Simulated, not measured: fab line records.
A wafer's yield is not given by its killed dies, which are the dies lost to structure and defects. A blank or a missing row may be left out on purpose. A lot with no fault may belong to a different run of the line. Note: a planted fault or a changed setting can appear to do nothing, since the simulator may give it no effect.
Chamber matching	flow nand_harc	NHARC_A_BONDPAD_CMP_29 on cmp-03 has 4 sister chambers
The step polishes SiCN, target thk 200 nm. 8 wafers are shown with their chamber, then 7 later ones without.

WAFERS WITH THEIR CHAMBER
wafer	chamber	motor_current_A (A)
L078.2	3	10.6
L078.4	1	13.1
L080.5	1	13.7
L081.1	2	11.8
L081.5	3	10.8
L081.6	2	12.1
L086.1	0	10.3
L086.5	0	11.0

WAFERS WHOSE CHAMBER IS MISSING
wafer	motor_current_A (A)
L086.6	14.0
L090.1	11.5
L090.4	14.0
L090.5	11.8
L094.1	14.7
L094.4	10.9
L094.5	12.2

WHICH CHAMBER EACH ONE RAN IN
wafer	from the rows above	in truth
L086.6	1	1
L090.1	can't be placed: 2 or 3 or 0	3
L090.4	1	1
L090.5	2	2
L094.1	1	1
L094.4	can't be placed: 3 or 0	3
L094.5	2	2
Correctly placed: 5 of 7. Not placeable from these rows: 2 (in 2, the candidates include the true chamber). 0 placed wrongly.
How it was worked out, from the rows above alone: a wafer's distance from a chamber is the root of the sum, over the readings, of the square of ((its reading less the chamber's mean) divided by the reading's scatter). The wafer belongs to the nearest chamber; if the next one is less than 2 further off, it can't be placed. The mean given for a chamber averages the wafers shown for that chamber. The scatter is the square root of a quotient: the sum, over the shown wafers, of each reading's squared deviation from its chamber's mean, divided by wafers minus chambers.
